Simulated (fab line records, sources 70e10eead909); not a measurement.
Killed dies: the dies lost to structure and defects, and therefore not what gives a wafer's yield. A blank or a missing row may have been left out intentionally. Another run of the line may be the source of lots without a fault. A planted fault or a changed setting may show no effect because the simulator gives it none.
Problem report in the 8D (eight disciplines) form, filled by code | flow nand_harc | the parts of the form that need people (team, actions taken, sign-off) are left out

1. THE ISSUE
Mean of time_to_endpoint_s at NHARC_A_M0_CMP_23: 46.4 s over 2 wafers from 1 lot, against 29.5 s (standard deviation 2.5) on wafers with no fault. That puts it +6.7 standard deviations away from the usual mean.
The step: polishes, t overpolish 20 s, target thk 113.75 nm.
Seen first at day 28 03:38 on cmp-02, wafer L351.2. At this step, 15 wafers from 5 lots have a number in the record. Rule for "out", or "out of limits": more than 4 standard deviations from the usual mean. The rest of the wafers with a number are treated as sound.

2. WHAT IT IS, AND WHAT IT ISN'T
question                    | is                 | is not
which readings at this step | time_to_endpoint_s | motor_current_A
which lots                  | L351               | L342, L358, L359, L362
which wafers of those lots  | L351.2, L351.4     | L351.5
read on which tools         | cmp-02             | cmp-01, cmp-03
when                        | from day 28 03:38  | up to then (4 sound wafers); but 9 sound wafers of L358, L359, L362 came after

3. THE SUSPECTS, EACH WITH WHAT RULES IT OUT
Counting: if a tool at a process step up to the reading ran every lot that is out, it stays a suspect. Sound lots after the first of them don't rule it out here, since some wafers of a struck lot are sound.
- rie_diel-12 at NHARC_A_M0_DESCUM_14 (chemistry O2, time 3 s): kept. It ran the lot that is out, L351 (day 28 01:32).
- rie_diel-12 at NHARC_A_M0_ETCH_15 (etches the open film in C4F8/Ar, target depth 150 nm, overetch 15 nm, time 82.5 s): kept. It ran the lot that is out, L351 (day 28 01:53). With no start given for some of its lots, NHARC_A_M0_ETCH_15 uses the hours and lot order of NHARC_A_M0_CD_MEAS_16.
- rie_diel-09 at NHARC_A_M0_STRIP_18 (strips in N2/H2): kept. It ran the lot that is out, L351 (day 28 01:57).
- pvd_sputter-03 at NHARC_A_M0_DEGAS_28 (time 60 s): kept. It ran the lot that is out, L351 (day 28 02:30).
- pvd_sputter-03 at NHARC_A_M0_PRE_CLEAN_29 (time 30 s): kept. It ran the lot that is out, L351 (day 28 02:54). With no start given for some of its lots, NHARC_A_M0_PRE_CLEAN_29 uses the hours and lot order of NHARC_A_M0_ECD_22.
- ecd_cu-01 at NHARC_A_M0_ECD_22 (material Cu, target thk 400 nm): kept. It ran the lot that is out, L351 (day 28 02:54).
- cmp-02 at NHARC_A_M0_CMP_23 (polishes, t overpolish 20 s, target thk 113.75 nm): kept. It ran the lot that is out, L351 (day 28 03:38). On those wafers its own readings are out: time_to_endpoint_s.
- Within cmp-02 at NHARC_A_M0_CMP_23: the wafers that are out ran in chambers 1, 2; their sound lot-mates ran in chamber 3.
Left after counting: rie_diel-12 at NHARC_A_M0_DESCUM_14, rie_diel-12 at NHARC_A_M0_ETCH_15, rie_diel-09 at NHARC_A_M0_STRIP_18, pvd_sputter-03 at NHARC_A_M0_DEGAS_28, pvd_sputter-03 at NHARC_A_M0_PRE_CLEAN_29, ecd_cu-01 at NHARC_A_M0_ECD_22, cmp-02 at NHARC_A_M0_CMP_23.

4. THE CAUSE (what the simulator had put in)
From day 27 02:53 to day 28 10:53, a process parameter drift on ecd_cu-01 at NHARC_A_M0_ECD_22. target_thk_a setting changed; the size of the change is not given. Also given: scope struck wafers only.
Counting left 7 suspects, and this tool is among them.

5. THE CHAIN OF EFFECTS, in route order
One row per reading whose mean, taken over the struck wafers that have a number, lies over 3 standard deviations from the usual. Only readings for which the record gives a usual standard deviation are gone through. hours: the time from each lot's start at the first step in this table that gives one to its start at this step, as a median over the lots. sigmas: the change in usual standard deviations.
hours | step              | reading            | usual  | on struck wafers | change | sigmas
0     | NHARC_A_M0_CMP_23 | time_to_endpoint_s | 29.5 s | 46.4             | +16.9  | +6.7
It contains these process steps:
- NHARC_A_M0_CMP_23: polishes, t overpolish 20 s, target thk 113.75 nm.
At these later measuring or inspecting steps, every struck wafer for which the step has a row has a number for every such reading, and none has moved that far: NHARC_A_M0_THK_MEAS_24, NHARC_END_SORT_01.

6. WHAT WOULD HAVE CAUGHT IT SOONER
25 hours passed between the start of the fault at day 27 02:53 and the first reading out of limits in this record, taken at day 28 03:38.
By day 28 03:38, every lot that is out (1) had started NHARC_A_M0_ECD_22 on ecd_cu-01. Holding the tool at that point would not have protected any of them.
